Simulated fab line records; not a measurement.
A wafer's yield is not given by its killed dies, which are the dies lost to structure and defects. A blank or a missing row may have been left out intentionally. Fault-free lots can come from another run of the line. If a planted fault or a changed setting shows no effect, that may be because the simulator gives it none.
fab line records / flow nandHarc
record lots=6 wafers=18 lastDay=33
route steps=1302 shown A_CHANNEL_FILL_D2@625
lots untouched by any fault: they come from a run of this same line in which no faults occurred
startH: hours from the record's first day to the start of the lot's first wafer shown / waitH: hours since the lot's step before / " the same as in the row above / L1.1+2: a row that stands for several wafers / - value missing, or start not given / * or withheld: withheld / < > ~ a bound
route shown NAME@n: NAME is a module with steps in the file, n the number in the route of the first one / usual: the fault-free wafers' mean and standard deviation / same: alike in all rows / chamber/n: place in a boat / sites: per-site readings / _std_site: the standard deviation of these / _edge_site: mean of outer sites minus mean of inner sites / radiusMm: how far each site lies from the wafer's centre / mask NAME#n: copy n / behind: the tool/chamber that last shaped the wafer / hold: the reason the lot was held/the length of the hold in hours/how it ended / device: the transistor (n, p or np) that didn't switch / end of line: the tests these same wafers got at the end of their route / a step with no rows: only its recipe / killed: the dies lost at the first sort to structure and to defects; this is not the yield of the wafer / map: a wafer's dies, x killed, . not, _ none there
set.NAME: the run value of the setting; set.NAME@STEP: its run value at that earlier step / model.NAME: the simulator's own value behind a step, which no gauge read
lots at some steps of the route; a table a step, a row a wafer
services: the hour from which a tool's chamber was out of use, counted from the record's first day as startH (under 0 if before that day), plus the number of hours and why
## steps
# step NHARC_A_CHANNEL_FILL_D2_ANNEAL_22
# recipe tempC=620 timeS=7200
# step NHARC_A_CHANNEL_FILL_D2_THK_MEAS_06
# recipe thkMeasGauge=ellipsometry
# usual thkNm=5.1/0.88
lot.wafer=L243.1 tool=filmMetro-02 chamber=- startH=365.21 waitH=0.4 thkNm=3.8
lot.wafer=L243.4 tool=filmMetro-02 chamber=- startH=365.21 waitH=0.4 thkNm=5.8
lot.wafer=L243.5 tool=filmMetro-02 chamber=- startH=365.21 waitH=0.4 thkNm=5.2
lot.wafer=L246.1 tool=filmMetro-01 chamber=- startH=386.98 waitH=0.4 thkNm=5.7
lot.wafer=L246.2 tool=filmMetro-01 chamber=- startH=386.98 waitH=0.4 thkNm=4.9
lot.wafer=L246.4 tool=filmMetro-01 chamber=- startH=386.98 waitH=0.4 thkNm=3.9
lot.wafer=L256.1 tool=filmMetro-01 chamber=- startH=494.43 waitH=0.4 thkNm=5.9
lot.wafer=L256.4 tool=filmMetro-01 chamber=- startH=494.43 waitH=0.4 thkNm=4.5
lot.wafer=L256.6 tool=filmMetro-01 chamber=- startH=494.43 waitH=0.4 thkNm=4.5
lot.wafer=L258.1 tool=filmMetro-01 chamber=- startH=507.77 waitH=0.4 thkNm=4.8
lot.wafer=L258.4 tool=filmMetro-01 chamber=- startH=507.77 waitH=0.4 thkNm=4.1
lot.wafer=L258.6 tool=filmMetro-01 chamber=- startH=507.77 waitH=0.4 thkNm=5.8
lot.wafer=L260.1 tool=filmMetro-01 chamber=- startH=556.03 waitH=0.4 thkNm=4.3
lot.wafer=L260.4 tool=filmMetro-01 chamber=- startH=556.03 waitH=0.4 thkNm=6.6
lot.wafer=L260.6 tool=filmMetro-01 chamber=- startH=556.03 waitH=0.4 thkNm=6.1
lot.wafer=L262.1 tool=filmMetro-01 chamber=- startH=565.79 waitH=0.4 thkNm=5.7
lot.wafer=L262.3 tool=filmMetro-01 chamber=- startH=565.79 waitH=0.4 thkNm=4.6
lot.wafer=L262.4 tool=filmMetro-01 chamber=- startH=565.79 waitH=0.4 thkNm=3.9
# step NHARC_A_CHANNEL_FILL_D2_ALD_25
# recipe targetThkA=600 pulseTimeS=10 aldCycles=600 tempC=300 material=SiOx
# usual heaterPowerOuterW=250/19 heaterPowerW=452/28 precursorPulseHeightRel=1.000/0.022
lot.wafer=L243.1 tool=aldHk-04 chamber=3 startH=366.52 waitH=1.3 heaterPowerOuterW=261 heaterPowerW=485 precursorPulseHeightRel=0.993
lot.wafer=L243.4 tool=aldHk-04 chamber=0 startH=366.52 waitH=1.3 heaterPowerOuterW=264 heaterPowerW=471 precursorPulseHeightRel=1.013
lot.wafer=L243.5 tool=aldHk-04 chamber=2 startH=368.40 waitH=3.2 heaterPowerOuterW=216 heaterPowerW=404 precursorPulseHeightRel=0.969
lot.wafer=L246.4 tool=aldHk-03 chamber=3 startH=387.29 waitH=0.3 heaterPowerOuterW=259 heaterPowerW=441 precursorPulseHeightRel=1.023
lot.wafer=L246.2 tool=aldHk-03 chamber=0 startH=387.29 waitH=0.3 heaterPowerOuterW=260 heaterPowerW=507 precursorPulseHeightRel=0.968
lot.wafer=L246.1 tool=aldHk-03 chamber=2 startH=389.15 waitH=2.2 heaterPowerOuterW=273 heaterPowerW=469 precursorPulseHeightRel=1.008
lot.wafer=L256.4 tool=aldHk-04 chamber=0 startH=495.13 waitH=0.7 heaterPowerOuterW=268 heaterPowerW=476 precursorPulseHeightRel=0.991
lot.wafer=L256.1 tool=aldHk-04 chamber=1 startH=495.13 waitH=0.7 heaterPowerOuterW=279 heaterPowerW=474 precursorPulseHeightRel=1.007
lot.wafer=L256.6 tool=aldHk-04 chamber=0 startH=497.62 waitH=3.2 heaterPowerOuterW=270 heaterPowerW=484 precursorPulseHeightRel=0.977
lot.wafer=L258.1 tool=aldHk-03 chamber=3 startH=508.05 waitH=0.3 heaterPowerOuterW=252 heaterPowerW=451 precursorPulseHeightRel=1.016
lot.wafer=L258.4 tool=aldHk-03 chamber=1 startH=509.29 waitH=1.5 heaterPowerOuterW=226 heaterPowerW=441 precursorPulseHeightRel=1.027
lot.wafer=L258.6 tool=aldHk-03 chamber=0 startH=511.14 waitH=3.4 heaterPowerOuterW=253 heaterPowerW=513 precursorPulseHeightRel=1.018
lot.wafer=L260.1 tool=aldHk-03 chamber=1 startH=557.39 waitH=1.4 heaterPowerOuterW=231 heaterPowerW=427 precursorPulseHeightRel=1.011
lot.wafer=L260.4 tool=aldHk-03 chamber=3 startH=558.63 waitH=2.6 heaterPowerOuterW=255 heaterPowerW=459 precursorPulseHeightRel=0.994
lot.wafer=L260.6 tool=aldHk-03 chamber=2 startH=560.48 waitH=4.5 heaterPowerOuterW=261 heaterPowerW=438 precursorPulseHeightRel=0.984
lot.wafer=L262.4 tool=aldHk-03 chamber=1 startH=565.88 waitH=0.1 heaterPowerOuterW=231 heaterPowerW=434 precursorPulseHeightRel=0.981
lot.wafer=L262.3 tool=aldHk-03 chamber=3 startH=567.11 waitH=1.3 heaterPowerOuterW=246 heaterPowerW=458 precursorPulseHeightRel=1.020
lot.wafer=L262.1 tool=aldHk-03 chamber=0 startH=567.11 waitH=1.3 heaterPowerOuterW=249 heaterPowerW=495 precursorPulseHeightRel=0.989
# step NHARC_A_CHANNEL_FILL_D2_ETCHBACK_08
# recipe targetDepthA=2200 timeS=110 c4f8FlowSccm=20 arFlowSccm=withheld rfW=600 biasW=300 chemistry=C4F8
# usual oesProductAu=0.96/0.037 rfVppV=439.2/2
lot.wafer=L243.1 tool=rieDiel-02 chamber=3 startH=- waitH=- oesProductAu=0.93 rfHoursCounterH=3 rfVppV=441.7
lot.wafer=L243.4 tool=rieDiel-02 chamber=2 startH=- waitH=- oesProductAu=0.91 rfHoursCounterH=4 rfVppV=438.2
lot.wafer=L243.5 tool=rieDiel-02 chamber=3 startH=- waitH=- oesProductAu=0.93 rfHoursCounterH=- rfVppV=442.0
lot.wafer=L246.1 tool=rieDiel-02 chamber=2 startH=- waitH=- oesProductAu=1.00 rfHoursCounterH=4 rfVppV=439.4
lot.wafer=L246.2 tool=rieDiel-02 chamber=3 startH=- waitH=- oesProductAu=1.02 rfHoursCounterH=4 rfVppV=441.1
lot.wafer=L246.4 tool=rieDiel-02 chamber=1 startH=- waitH=- oesProductAu=1.00 rfHoursCounterH=4 rfVppV=442.3
lot.wafer=L256.1 tool=rieDiel-08 chamber=0 startH=- waitH=- oesProductAu=0.94 rfHoursCounterH=22 rfVppV=439.7
lot.wafer=L256.4 tool=rieDiel-08 chamber=1 startH=- waitH=- oesProductAu=0.92 rfHoursCounterH=19 rfVppV=440.7
lot.wafer=L256.6 tool=rieDiel-08 chamber=1 startH=- waitH=- oesProductAu=0.92 rfHoursCounterH=- rfVppV=440.7
lot.wafer=L258.1 tool=rieDiel-02 chamber=1 startH=- waitH=- oesProductAu=0.93 rfHoursCounterH=3 rfVppV=443.4
lot.wafer=L258.4 tool=rieDiel-02 chamber=3 startH=- waitH=- oesProductAu=0.94 rfHoursCounterH=3 rfVppV=441.8
lot.wafer=L258.6 tool=rieDiel-02 chamber=2 startH=- waitH=- oesProductAu=0.92 rfHoursCounterH=- rfVppV=438.9
lot.wafer=L260.4 tool=rieDiel-06 chamber=2 startH=- waitH=- oesProductAu=1.00 rfHoursCounterH=2 rfVppV=440.1
lot.wafer=L260.1 tool=rieDiel-06 chamber=0 startH=- waitH=- oesProductAu=1.03 rfHoursCounterH=3 rfVppV=437.4
lot.wafer=L260.6 tool=rieDiel-06 chamber=3 startH=- waitH=- oesProductAu=1.01 rfHoursCounterH=- rfVppV=439.1
lot.wafer=L262.3 tool=rieDiel-06 chamber=0 startH=- waitH=- oesProductAu=0.93 rfHoursCounterH=3 rfVppV=436.1
lot.wafer=L262.1 tool=rieDiel-06 chamber=1 startH=- waitH=- oesProductAu=0.93 rfHoursCounterH=3 rfVppV=436.9
lot.wafer=L262.4 tool=rieDiel-06 chamber=3 startH=- waitH=- oesProductAu=0.93 rfHoursCounterH=3 rfVppV=438.0
# step NHARC_A_CHANNEL_FILL_D2_STRIP_29
# recipe timeS=20 o2FlowSccm=500 arFlowSccm=0 biasW=0 chemistry=O2
# usual drypumpMotorCurrentA=5.7/0.46 oesProductAu=1.000/0.01 rfVppV=57.5/0.86 showerheadPlenumPTorr=3.44/0.096 throttleValvePct=17.037/0.0079
lot.wafer=L243.1 tool=rieDiel-02 chamber=3 startH=- waitH=- drypumpMotorCurrentA=5.5 oesProductAu=1.017 rfHoursCounterH=3 rfVppV=57.4 showerheadPlenumPTorr=3.57 throttleValvePct=17.020
lot.wafer=L243.4 tool=rieDiel-02 chamber=1 startH=- waitH=- drypumpMotorCurrentA=5.5 oesProductAu=0.991 rfHoursCounterH=4 rfVppV=57.0 showerheadPlenumPTorr=3.60 throttleValvePct=17.031
lot.wafer=L243.5 tool=rieDiel-02 chamber=3 startH=- waitH=- drypumpMotorCurrentA=5.5 oesProductAu=1.019 rfHoursCounterH=- rfVppV=58.6 showerheadPlenumPTorr=3.57 throttleValvePct=17.037
lot.wafer=L246.2 tool=rieDiel-02 chamber=2 startH=- waitH=- drypumpMotorCurrentA=4.9 oesProductAu=0.977 rfHoursCounterH=4 rfVppV=56.1 showerheadPlenumPTorr=3.44 throttleValvePct=17.033
lot.wafer=L246.4 tool=rieDiel-02 chamber=3 startH=- waitH=- drypumpMotorCurrentA=5.5 oesProductAu=1.010 rfHoursCounterH=4 rfVppV=57.6 showerheadPlenumPTorr=3.57 throttleValvePct=17.023
lot.wafer=L246.1 tool=rieDiel-02 chamber=0 startH=- waitH=- drypumpMotorCurrentA=6.2 oesProductAu=1.002 rfHoursCounterH=4 rfVppV=57.1 showerheadPlenumPTorr=3.34 throttleValvePct=17.031
lot.wafer=L256.1 tool=rieDiel-08 chamber=2 startH=- waitH=- drypumpMotorCurrentA=5.7 oesProductAu=0.984 rfHoursCounterH=23 rfVppV=57.0 showerheadPlenumPTorr=3.42 throttleValvePct=17.038
lot.wafer=L256.4 tool=rieDiel-08 chamber=3 startH=- waitH=- drypumpMotorCurrentA=6.5 oesProductAu=1.003 rfHoursCounterH=24 rfVppV=58.2 showerheadPlenumPTorr=3.49 throttleValvePct=17.030
lot.wafer=L256.6 tool=rieDiel-08 chamber=0 startH=- waitH=- drypumpMotorCurrentA=5.6 oesProductAu=1.020 rfHoursCounterH=- rfVppV=56.6 showerheadPlenumPTorr=3.43 throttleValvePct=17.024
lot.wafer=L258.1 tool=rieDiel-02 chamber=3 startH=- waitH=- drypumpMotorCurrentA=5.5 oesProductAu=1.015 rfHoursCounterH=3 rfVppV=57.4 showerheadPlenumPTorr=3.57 throttleValvePct=17.039
lot.wafer=L258.4 tool=rieDiel-02 chamber=1 startH=- waitH=- drypumpMotorCurrentA=5.5 oesProductAu=0.999 rfHoursCounterH=3 rfVppV=57.3 showerheadPlenumPTorr=3.59 throttleValvePct=17.034
lot.wafer=L258.6 tool=rieDiel-02 chamber=0 startH=- waitH=- drypumpMotorCurrentA=6.2 oesProductAu=0.997 rfHoursCounterH=- rfVppV=57.8 showerheadPlenumPTorr=3.34 throttleValvePct=17.033
lot.wafer=L260.1 tool=rieDiel-06 chamber=3 startH=- waitH=- drypumpMotorCurrentA=5.9 oesProductAu=0.998 rfHoursCounterH=3 rfVppV=58.6 showerheadPlenumPTorr=3.42 throttleValvePct=17.042
lot.wafer=L260.4 tool=rieDiel-06 chamber=2 startH=- waitH=- drypumpMotorCurrentA=5.9 oesProductAu=1.002 rfHoursCounterH=2 rfVppV=57.1 showerheadPlenumPTorr=3.42 throttleValvePct=17.051
lot.wafer=L260.6 tool=rieDiel-06 chamber=0 startH=- waitH=- drypumpMotorCurrentA=6.3 oesProductAu=1.007 rfHoursCounterH=- rfVppV=55.9 showerheadPlenumPTorr=3.33 throttleValvePct=17.037
lot.wafer=L262.4 tool=rieDiel-06 chamber=3 startH=- waitH=- drypumpMotorCurrentA=5.9 oesProductAu=1.008 rfHoursCounterH=3 rfVppV=55.7 showerheadPlenumPTorr=3.42 throttleValvePct=17.027
lot.wafer=L262.1 tool=rieDiel-06 chamber=0 startH=- waitH=- drypumpMotorCurrentA=6.3 oesProductAu=1.018 rfHoursCounterH=3 rfVppV=57.2 showerheadPlenumPTorr=3.33 throttleValvePct=17.032
lot.wafer=L262.3 tool=rieDiel-06 chamber=1 startH=- waitH=- drypumpMotorCurrentA=5.5 oesProductAu=1.011 rfHoursCounterH=3 rfVppV=56.8 showerheadPlenumPTorr=3.31 throttleValvePct=17.041
# step NHARC_A_CHANNEL_FILL_D2_PRECLEAN_30
# recipe timeS=30 chemistry=dHF
# step NHARC_A_CHANNEL_FILL_D2_SRD_31
# step NHARC_A_CHANNEL_FILL_D2_CVD_09
# recipe targetThkA=1500 tempC=620 pressureMtorr=200 timeS=3000 material=poly-Si
# step NHARC_A_CHANNEL_FILL_D2_CMP_10
# recipe targetThkNm=150
# usual motorCurrentA=12.1/1.1 timeToEndpointS=14.3/2.3
lot.wafer=L243.1 tool=cmp-04 chamber=0 startH=376.80 waitH=0.4 motorCurrentA=13.1 timeToEndpointS=12.5
lot.wafer=L243.4 tool=cmp-04 chamber=1 startH=376.80 waitH=0.4 motorCurrentA=13.0 timeToEndpointS=8.8
lot.wafer=L243.5 tool=cmp-04 chamber=0 startH=376.80 waitH=0.4 motorCurrentA=13.5 timeToEndpointS=12.9
lot.wafer=L246.1 tool=cmp-01 chamber=0 startH=398.49 waitH=0.4 motorCurrentA=13.5 timeToEndpointS=12.6
lot.wafer=L246.4 tool=cmp-01 chamber=1 startH=398.49 waitH=0.4 motorCurrentA=11.8 timeToEndpointS=12.0
lot.wafer=L246.2 tool=cmp-01 chamber=2 startH=398.49 waitH=0.4 motorCurrentA=14.2 timeToEndpointS=10.0
lot.wafer=L256.4 tool=cmp-04 chamber=0 startH=505.99 waitH=0.4 motorCurrentA=13.7 timeToEndpointS=19.6
lot.wafer=L256.1 tool=cmp-04 chamber=1 startH=505.99 waitH=0.4 motorCurrentA=13.1 timeToEndpointS=13.8
lot.wafer=L256.6 tool=cmp-04 chamber=3 startH=505.99 waitH=0.4 motorCurrentA=11.9 timeToEndpointS=15.5
lot.wafer=L258.4 tool=cmp-01 chamber=3 startH=519.32 waitH=0.4 motorCurrentA=12.4 timeToEndpointS=16.0
lot.wafer=L258.1 tool=cmp-01 chamber=0 startH=519.32 waitH=0.4 motorCurrentA=13.4 timeToEndpointS=13.5
lot.wafer=L258.6 tool=cmp-01 chamber=2 startH=519.32 waitH=0.4 motorCurrentA=13.8 timeToEndpointS=10.7
lot.wafer=L260.1 tool=cmp-02 chamber=2 startH=567.52 waitH=0.4 motorCurrentA=12.7 timeToEndpointS=15.6
lot.wafer=L260.4 tool=cmp-02 chamber=0 startH=567.52 waitH=0.4 motorCurrentA=10.5 timeToEndpointS=13.0
lot.wafer=L260.6 tool=cmp-02 chamber=1 startH=567.52 waitH=0.4 motorCurrentA=10.7 timeToEndpointS=13.1
lot.wafer=L262.4 tool=cmp-01 chamber=3 startH=577.20 waitH=0.4 motorCurrentA=12.1 timeToEndpointS=16.8
lot.wafer=L262.3 tool=cmp-01 chamber=1 startH=577.20 waitH=0.4 motorCurrentA=12.3 timeToEndpointS=15.2
lot.wafer=L262.1 tool=cmp-01 chamber=2 startH=577.20 waitH=0.4 motorCurrentA=13.4 timeToEndpointS=14.4
# step NHARC_A_CHANNEL_FILL_D2_SRD_12
# step NHARC_A_CHANNEL_FILL_D2_RTA_24
# recipe tempC=1000 timeS=5
# usual lampPowerPct=29.4/2.2 lamp_zone_2_pct=29.4/2.2 wafer_temp_C_max=1005.4/1.1
lot.wafer=L243.1 tool=rtpAnneal-02 chamber=0 startH=381.78 waitH=0.0 lampPowerPct=31.8 lamp_zone_2_pct=31.8 wafer_temp_C_max=1005.3
lot.wafer=L243.4 tool=rtpAnneal-02 chamber=0 startH=381.78 waitH=0.0 lampPowerPct=31.8 lamp_zone_2_pct=31.7 wafer_temp_C_max=1005.6
lot.wafer=L243.5 tool=rtpAnneal-02 chamber=0 startH=381.78 waitH=0.0 lampPowerPct=31.8 lamp_zone_2_pct=31.8 wafer_temp_C_max=1005.4
lot.wafer=L246.1 tool=rtpAnneal-02 chamber=0 startH=398.91 waitH=0.0 lampPowerPct=31.8 lamp_zone_2_pct=31.7 wafer_temp_C_max=1006.2
lot.wafer=L246.2 tool=rtpAnneal-02 chamber=0 startH=398.91 waitH=0.0 lampPowerPct=31.7 lamp_zone_2_pct=31.7 wafer_temp_C_max=1006.9
lot.wafer=L246.4 tool=rtpAnneal-02 chamber=0 startH=398.91 waitH=0.0 lampPowerPct=31.8 lamp_zone_2_pct=31.8 wafer_temp_C_max=1006.8
lot.wafer=L246.1 tool=rtpAnneal-02 chamber=0 startH=399.28 waitH=0.3 lampPowerPct=31.7 lamp_zone_2_pct=31.8 wafer_temp_C_max=1004.9
lot.wafer=L246.2 tool=rtpAnneal-02 chamber=0 startH=399.28 waitH=0.3 lampPowerPct=31.7 lamp_zone_2_pct=31.8 wafer_temp_C_max=1004.6
lot.wafer=L246.4 tool=rtpAnneal-02 chamber=0 startH=399.28 waitH=0.3 lampPowerPct=31.8 lamp_zone_2_pct=31.8 wafer_temp_C_max=1006.1
lot.wafer=L256.1 tool=rtpAnneal-01 chamber=0 startH=506.36 waitH=0.0 lampPowerPct=27.4 lamp_zone_2_pct=27.3 wafer_temp_C_max=1005.8
lot.wafer=L256.4 tool=rtpAnneal-01 chamber=0 startH=506.36 waitH=0.0 lampPowerPct=27.3 lamp_zone_2_pct=27.3 wafer_temp_C_max=1006.3
lot.wafer=L256.6 tool=rtpAnneal-01 chamber=0 startH=506.36 waitH=0.0 lampPowerPct=27.4 lamp_zone_2_pct=27.3 wafer_temp_C_max=1006.3
lot.wafer=L256.1 tool=rtpAnneal-01 chamber=0 startH=506.76 waitH=0.4 lampPowerPct=27.4 lamp_zone_2_pct=27.4 wafer_temp_C_max=1006.3
lot.wafer=L256.4 tool=rtpAnneal-01 chamber=0 startH=506.76 waitH=0.4 lampPowerPct=27.3 lamp_zone_2_pct=27.4 wafer_temp_C_max=1005.6
lot.wafer=L256.6 tool=rtpAnneal-01 chamber=0 startH=506.76 waitH=0.4 lampPowerPct=27.4 lamp_zone_2_pct=27.4 wafer_temp_C_max=1005.2
lot.wafer=L258.1 tool=rtpAnneal-02 chamber=0 startH=519.69 waitH=0.0 lampPowerPct=31.7 lamp_zone_2_pct=31.7 wafer_temp_C_max=1006.2
lot.wafer=L258.4 tool=rtpAnneal-02 chamber=0 startH=519.69 waitH=0.0 lampPowerPct=31.8 lamp_zone_2_pct=31.7 wafer_temp_C_max=1006.4
lot.wafer=L258.6 tool=rtpAnneal-02 chamber=0 startH=519.69 waitH=0.0 lampPowerPct=31.7 lamp_zone_2_pct=31.7 wafer_temp_C_max=1005.8
lot.wafer=L260.1 tool=rtpAnneal-02 chamber=0 startH=567.91 waitH=0.0 lampPowerPct=31.7 lamp_zone_2_pct=31.7 wafer_temp_C_max=1008.3
lot.wafer=L260.4 tool=rtpAnneal-02 chamber=0 startH=567.91 waitH=0.0 lampPowerPct=31.8 lamp_zone_2_pct=31.8 wafer_temp_C_max=1005.4
lot.wafer=L260.6 tool=rtpAnneal-02 chamber=0 startH=567.91 waitH=0.0 lampPowerPct=31.7 lamp_zone_2_pct=31.7 wafer_temp_C_max=1006.8
lot.wafer=L262.1 tool=rtpAnneal-01 chamber=0 startH=577.65 waitH=0.0 lampPowerPct=27.4 lamp_zone_2_pct=27.4 wafer_temp_C_max=1006.2
lot.wafer=L262.3 tool=rtpAnneal-01 chamber=0 startH=577.65 waitH=0.0 lampPowerPct=27.4 lamp_zone_2_pct=27.3 wafer_temp_C_max=1004.4
lot.wafer=L262.4 tool=rtpAnneal-01 chamber=0 startH=577.65 waitH=0.0 lampPowerPct=27.4 lamp_zone_2_pct=27.4 wafer_temp_C_max=1004.6
# step NHARC_A_CHANNEL_FILL_D2_INSPECT_13
# usual rawDefectCount=349/130
lot.wafer=L243.1 tool=defectInspect-01 chamber=- startH=388.08 waitH=6.3 rawDefectCount=214
lot.wafer=L243.4 tool=defectInspect-01 chamber=- startH=388.08 waitH=6.3 rawDefectCount=256
lot.wafer=L243.5 tool=defectInspect-01 chamber=- startH=388.08 waitH=6.3 rawDefectCount=341
lot.wafer=L246.1 tool=defectInspect-01 chamber=- startH=399.49 waitH=0.2 rawDefectCount=466
lot.wafer=L246.2 tool=defectInspect-01 chamber=- startH=399.49 waitH=0.2 rawDefectCount=372
lot.wafer=L246.4 tool=defectInspect-01 chamber=- startH=399.49 waitH=0.2 rawDefectCount=483
lot.wafer=L256.1 tool=defectInspect-01 chamber=- startH=506.95 waitH=0.2 rawDefectCount=255
lot.wafer=L256.4 tool=defectInspect-01 chamber=- startH=506.95 waitH=0.2 rawDefectCount=412
lot.wafer=L256.6 tool=defectInspect-01 chamber=- startH=506.95 waitH=0.2 rawDefectCount=304
lot.wafer=L258.1 tool=defectInspect-02 chamber=- startH=519.88 waitH=0.2 rawDefectCount=228
lot.wafer=L258.4 tool=defectInspect-02 chamber=- startH=519.88 waitH=0.2 rawDefectCount=234
lot.wafer=L258.6 tool=defectInspect-02 chamber=- startH=519.88 waitH=0.2 rawDefectCount=269
lot.wafer=L260.1 tool=defectInspect-02 chamber=- startH=568.11 waitH=0.2 rawDefectCount=326
lot.wafer=L260.4 tool=defectInspect-02 chamber=- startH=568.11 waitH=0.2 rawDefectCount=375
lot.wafer=L260.6 tool=defectInspect-02 chamber=- startH=568.11 waitH=0.2 rawDefectCount=302
lot.wafer=L262.1 tool=defectInspect-02 chamber=- startH=577.85 waitH=0.2 rawDefectCount=387
lot.wafer=L262.3 tool=defectInspect-02 chamber=- startH=577.85 waitH=0.2 rawDefectCount=379
lot.wafer=L262.4 tool=defectInspect-02 chamber=- startH=577.85 waitH=0.2 rawDefectCount=348
## services
tool=rieDiel-02 chamber=3 startH=342.67 hours=7.3 kind=repair
tool=rieDiel-08 chamber=- startH=368.31 hours=9.0 kind=pm
tool=rtpAnneal-01 chamber=- startH=372.00 hours=12.0 kind=pm
tool=cmp-01 chamber=- startH=377.19 hours=1.2 kind=repair
tool=cmp-02 chamber=- startH=378.84 hours=4.0 kind=pm
tool=rieDiel-08 chamber=1 startH=380.00 hours=3.8 kind=repair
tool=cmp-04 chamber=- startH=380.05 hours=4.0 kind=pm
tool=cmp-01 chamber=- startH=383.45 hours=4.0 kind=pm
tool=aldHk-03 chamber=- startH=392.71 hours=10.0 kind=pm
tool=rieDiel-02 chamber=- startH=393.70 hours=9.0 kind=pm
tool=rieDiel-08 chamber=1 startH=396.40 hours=8.0 kind=repair
tool=aldHk-04 chamber=- startH=432.00 hours=10.0 kind=pm
tool=cmp-04 chamber=- startH=445.41 hours=0.9 kind=repair
tool=aldHk-03 chamber=- startH=450.92 hours=0.8 kind=repair
tool=rieDiel-08 chamber=2 startH=451.52 hours=5.9 kind=repair
tool=rieDiel-06 chamber=2 startH=453.01 hours=1.8 kind=repair
tool=cmp-04 chamber=- startH=478.05 hours=4.0 kind=pm
tool=cmp-01 chamber=- startH=481.45 hours=4.0 kind=pm
tool=rieDiel-06 chamber=- startH=484.20 hours=9.0 kind=pm
tool=rieDiel-08 chamber=- startH=545.31 hours=9.0 kind=pm
tool=rieDiel-06 chamber=2 startH=545.67 hours=6.0 kind=repair
tool=rieDiel-02 chamber=- startH=570.70 hours=9.0 kind=pm
tool=aldHk-03 chamber=- startH=570.76 hours=10.0 kind=pm
tool=cmp-04 chamber=- startH=576.05 hours=4.0 kind=pm
## key
firstSign step=NHARC_A_CHANNEL_FILL_D2_RTA_24 reading=visit direction=added
effect none on later readings
metAt NHARC_A_CHANNEL_FILL_D2_RTA_24
struckWafers L246.1,L246.2,L246.4,L256.1,L256.4,L256.6
testerLeftOut L246,L256
fault kind=repeatedStepWhole tool=rtpAnneal-01,rtpAnneal-02 chamber=- onsetH=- steps=NHARC_A_CHANNEL_FILL_D2_RTA_24 times=1 scope=struckLotsOnly
# testerLeftOut: of these lots the tester's yield and bins aren't shown, on N5 and GAA mostly nor the transistor test; their killed dies are dies lost to structure and defects alone, not to doping, threshold or leakage, so they don't give the yield
